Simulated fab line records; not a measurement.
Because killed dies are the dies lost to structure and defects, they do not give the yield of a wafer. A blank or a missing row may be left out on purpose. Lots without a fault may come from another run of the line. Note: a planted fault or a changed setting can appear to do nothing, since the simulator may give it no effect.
Which tool did it? || flow n5_finfet || 27 wafers from 9 lots sampled at 5 of the route's 1938 steps

== WHAT EACH GAUGE READ, for each wafer ==
N5_FIN_SAQP_INSPECT_40: inspects for defects (brightfield).
{"lot": "L811", "measured": "day 2 08:09", "on": "defect_inspect-01", "raw_defect_count": "359 383 303"}
{"lot": "L812", "measured": "day 2 14:13", "on": "defect_inspect-01", "raw_defect_count": "219 241 153"}
{"lot": "L818", "measured": "day 4 02:33", "on": "defect_inspect-01", "raw_defect_count": "205 223 261"}
{"lot": "L820", "measured": "day 4 15:18", "on": "defect_inspect-01", "raw_defect_count": "317 1380 1372"}
{"lot": "L821", "measured": "day 4 20:18", "on": "defect_inspect-01", "raw_defect_count": "288 1459 337"}
{"lot": "L827", "measured": "day 6 08:01", "on": "defect_inspect-01", "raw_defect_count": "150 216 136"}
{"lot": "L828", "measured": "day 6 13:47", "on": "defect_inspect-02", "raw_defect_count": "183 151 203"}
{"lot": "L829", "measured": "day 6 20:58", "on": "defect_inspect-01", "raw_defect_count": "221 175 173"}
{"lot": "L831", "measured": "day 7 08:10", "on": "defect_inspect-01", "raw_defect_count": "217 223 320"}

== EACH LOT AND THE TOOL THAT RAN IT (in order: tool; ch and the chambers of the sampled wafers; start) ==
{"lot": "L811", "N5_FIN_SAQP_SPACER1_ALD_24": "ald_sin-02 ch 0,1,2, day 2 04:55", "N5_FIN_SAQP_ETCH_69": "rie_diel-02 ch 0,1,2, day 2 06:34", "N5_FIN_SAQP_STRIP_70": "rie_diel-02 ch 0,1,2, day 2 06:40", "N5_FIN_SAQP_STRIP_77": "rie_diel-02 ch 1,2,3, day 2 07:43"}
{"lot": "L812", "N5_FIN_SAQP_SPACER1_ALD_24": "ald_sin-02 ch 1,2,3, day 2 11:04", "N5_FIN_SAQP_ETCH_69": "rie_diel-02 ch 0,1,2, day 2 12:48", "N5_FIN_SAQP_STRIP_70": "rie_diel-02 ch 0,1,2, day 2 12:54", "N5_FIN_SAQP_STRIP_77": "rie_diel-03 ch 0,1,2, day 2 13:47"}
{"lot": "L818", "N5_FIN_SAQP_SPACER1_ALD_24": "ald_sin-02 ch 0,2, day 3 23:23", "N5_FIN_SAQP_ETCH_69": "rie_diel-03 ch 0,2,3, day 4 01:01", "N5_FIN_SAQP_STRIP_70": "rie_diel-03 ch 0,2,3, day 4 01:07", "N5_FIN_SAQP_STRIP_77": "rie_diel-02 ch 0,1,3, day 4 02:04"}
{"lot": "L820", "N5_FIN_SAQP_SPACER1_ALD_24": "ald_sin-02 ch 1,3, day 4 11:52", "N5_FIN_SAQP_ETCH_69": "rie_diel-06 ch 1,3, day 4 13:38", "N5_FIN_SAQP_STRIP_70": "rie_diel-06 ch 1,3, day 4 13:44", "N5_FIN_SAQP_STRIP_77": "rie_diel-06 ch 1,2, day 4 14:52"}
{"lot": "L821", "N5_FIN_SAQP_SPACER1_ALD_24": "ald_sin-02 ch 0,1,3, day 4 17:13", "N5_FIN_SAQP_ETCH_69": "rie_diel-06 ch 0,1,3, day 4 18:53", "N5_FIN_SAQP_STRIP_70": "rie_diel-06 ch 0,1,3, day 4 18:59", "N5_FIN_SAQP_STRIP_77": "rie_diel-06 ch 0,1,3, day 4 19:51"}
{"lot": "L827", "N5_FIN_SAQP_SPACER1_ALD_24": "ald_sin-04 ch 1,2, day 6 04:57", "N5_FIN_SAQP_ETCH_69": "rie_diel-02 ch 0,1, day 6 06:36", "N5_FIN_SAQP_STRIP_70": "rie_diel-02 ch 0,1, day 6 06:42", "N5_FIN_SAQP_STRIP_77": "rie_diel-02 ch 0,2, day 6 07:34"}
{"lot": "L828", "N5_FIN_SAQP_SPACER1_ALD_24": "ald_sin-04 ch 1,3, day 6 10:37", "N5_FIN_SAQP_ETCH_69": "rie_diel-03 ch 1,2, day 6 12:17", "N5_FIN_SAQP_STRIP_70": "rie_diel-03 ch 1,2, day 6 12:23", "N5_FIN_SAQP_STRIP_77": "rie_diel-03 ch 0,1,2, day 6 13:20"}
{"lot": "L829", "N5_FIN_SAQP_SPACER1_ALD_24": "ald_sin-01 ch 1,3, day 6 17:45", "N5_FIN_SAQP_ETCH_69": "rie_diel-06 ch 0,1, day 6 19:23", "N5_FIN_SAQP_STRIP_70": "rie_diel-06 ch 0,1, day 6 19:29", "N5_FIN_SAQP_STRIP_77": "rie_diel-06 ch 0,2, day 6 20:31"}
{"lot": "L831", "N5_FIN_SAQP_SPACER1_ALD_24": "ald_sin-01 ch 2,3, day 7 04:50", "N5_FIN_SAQP_ETCH_69": "rie_diel-06 ch 1,3, day 7 06:46", "N5_FIN_SAQP_STRIP_70": "rie_diel-06 ch 1,3, day 7 06:52", "N5_FIN_SAQP_STRIP_77": "rie_diel-03 ch 0,3, day 7 07:44"}
- N5_FIN_SAQP_SPACER1_ALD_24: deposits SiO2, target thk 20.3 nm, pulse time 1 s, purge time 2 s.
- N5_FIN_SAQP_ETCH_69: etches SOC in N2/H2, stops on SiNx, target depth 150 nm.
- N5_FIN_SAQP_STRIP_70: strips in N2/H2.
- N5_FIN_SAQP_STRIP_77: strips in N2/H2, time 90 s.

== THE ANSWER, worked out from the rows above alone ==
Rule: the lots themselves supply what counts as usual. The widest of any qualifying gaps counts: lots, ordered by their means at a reading, are off when they make up no more than a third of the lots, leave a main group of 4 or more, and stand apart from it by 3 or more times the standard deviation of that group's means. A main group whose means are all the same, to the digits that the tables above print for the reading, isn't used. A lot without any number at a reading at which 4 lots or more have one is off too. All remaining lots with rows at the step are treated as sound.
Off at N5_FIN_SAQP_INSPECT_40 (raw_defect_count): L820, L821. Mean 225 and standard deviation 58 in the main group.
If a tool, at a process step before that reading, ran all the lots that are off and no sound lot after the first of them, it fits. Gauges at N5_FIN_SAQP_INSPECT_40: tried the same way as those tools. One fits: N5_FIN_SAQP_SPACER1_ALD_24 on ald_sin-02. Its last sound lot is L818 (day 3 23:23), its first lot that is off L820 (day 4 11:52): a fault that began between those two fits.

== WHAT THE SIMULATOR HAD INSERTED ==
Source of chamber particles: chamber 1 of ald_sin-02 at N5_FIN_SAQP_SPACER1_ALD_24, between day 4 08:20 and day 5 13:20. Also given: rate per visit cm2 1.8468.
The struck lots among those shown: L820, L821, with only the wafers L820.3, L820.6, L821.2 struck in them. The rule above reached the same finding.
